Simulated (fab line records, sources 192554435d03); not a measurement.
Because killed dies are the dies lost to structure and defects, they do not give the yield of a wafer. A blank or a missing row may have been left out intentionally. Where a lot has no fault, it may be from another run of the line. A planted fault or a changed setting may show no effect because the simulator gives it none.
Split-lot experiment ; flow n5_finfet ; route with 1938 steps; 7 lots, 21 wafers read

== THE SPLIT ITSELF ==
At N5_MOL_CONTACT_COAG_COAT_76 (time 60 s, resist thk 10 nm), the setting spin_rpm was moved away from the recipe's 1500 rpm on 12 of the 21 wafers read, by -9.6% to +5.7%. For the rest of the wafers, this setting stayed at what the recipe calls for.

== FROM THE SPLIT TO THE READING: what the file shows between them, 5 steps ==
- N5_MOL_CONTACT_COAG_COAT_78: resist thk 40 nm (also split here: spin_rpm)
- N5_MOL_CONTACT_COAG_EBR_80
- N5_MOL_CONTACT_COAG_SOFTBAKE_79: time 60 s
- N5_MOL_CONTACT_COAG_DESCUM_88: chemistry O2, time 7 s
- N5_MOL_CONTACT_COAG_ETCH_89: etches underlayer in N2/H2, target depth 13 nm, time 10.4 s

== THE READING ==
etch.depth_nm (the simulator's own value, which no gauge read), in nm, at N5_MOL_CONTACT_COAG_ETCH_90 (etches SiARC in CF4, target depth 13 nm, time 21.7 s). The file gives no usual value for it. Across the 9 wafers here that went through the recipe, the average is 9.970 nm and the standard deviation 0.034 nm.

wafer;tool, chamber at the split;spin_rpm as run, rpm;against the recipe;etch.depth_nm, nm;against lot-mates on the recipe
L075.3;litho_track-04, 0;1585;+5.7%;9.759;no lot-mate on the recipe
L075.4;litho_track-04, 0;1585;+5.7%;9.755;no lot-mate on the recipe
L075.6;litho_track-04, 0;1585;+5.7%;9.742;no lot-mate on the recipe
L076.3;litho_track-01, 0;1395;-7.0%;10.32;+0.387
L076.5;litho_track-01, 0;1500;recipe;9.937;-
L076.6;litho_track-01, 0;1500;recipe;9.93;-
L077.1;litho_track-01, 0;1500;recipe;9.962;-
L077.2;litho_track-01, 0;1443;-3.8%;10.14;+0.189
L077.3;litho_track-01, 0;1500;recipe;9.941;-
L080.2;litho_track-01, 0;1356;-9.6%;10.5;no lot-mate on the recipe
L080.3;litho_track-01, 0;1356;-9.6%;10.54;no lot-mate on the recipe
L080.5;litho_track-01, 0;1356;-9.6%;10.53;no lot-mate on the recipe
L081.3;litho_track-01, 0;1500;recipe;10;-
L081.5;litho_track-01, 0;1500;recipe;10.01;-
L081.6;litho_track-01, 0;1500;recipe;10.02;-
L083.1;litho_track-01, 0;1581;+5.4%;9.695;-0.242
L083.3;litho_track-01, 0;1500;recipe;9.937;-
L083.4;litho_track-01, 0;1581;+5.4%;9.684;-0.253
L093.1;litho_track-03, 0;1500;recipe;9.993;-
L093.4;litho_track-03, 0;1383;-7.8%;10.44;+0.447
L093.5;litho_track-03, 0;1383;-7.8%;10.45;+0.457

THE FIT
A straight line over all 21 wafers: etch.depth_nm changes by -0.0528 nm for each +1% of spin_rpm; r = -0.99; the points scatter about the line by 0.044 nm.
The same after taking each lot's own level away (the mean of its wafers on the recipe; 15 wafers): -0.0534 nm for each +1%; r = -1.00; scatter 0.02 nm.
Per that fit: largest spin_rpm move, reading shift of 0.51 nm.
The span of the lots' own levels, 9.9335 to 10.0100 nm, comes to 2.3 times the standard deviation stated above.
Consequently the slope shifts little with the lot-to-lot level, the two slopes agreeing.
Check: with one of the wafers moved furthest among these (-7.8%) left out of the fit, the line predicts +0.419 nm for it against its lot-mates. It came out at +0.447 nm against them.

== FURTHER SPLITS ON THESE WAFERS ==
Other splits were also applied to these wafers ahead of the reading. Each is held against what the fit with the lots' levels taken away leaves over:
other split on the same wafers;wafers away from the commonest value;r with etch.depth_nm (lot level and that fit taken away)
N5_MOL_CONTACT_COAG_COAT_02 spin_rpm;5;-0.61
N5_MOL_CONTACT_COAG_COAT_78 spin_rpm;10;+0.36

== THE WHOLE CHAIN: every reading that the file lists as answering this split, in the file's order ==
step;what it does;reading;change (the file's fit);r (the file's)
N5_MOL_CONTACT_COAG_COAT_76;time 60 s, resist thk 10 nm;SiARC_of_MOL_CONTACT_COAG_COAT_76.thk_nm (the simulator's own value, which no gauge read);-0.0576 nm for each +1% of the setting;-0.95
N5_MOL_CONTACT_COAG_ETCH_90;etches SiARC in CF4, target depth 13 nm, time 21.7 s;etch.depth_nm (the simulator's own value, which no gauge read);-0.0542 nm for each +1% of the setting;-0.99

== FILE'S OWN FIT ==
etch.depth_nm changes by -0.0542 nm for each +1% of spin_rpm, r = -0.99.
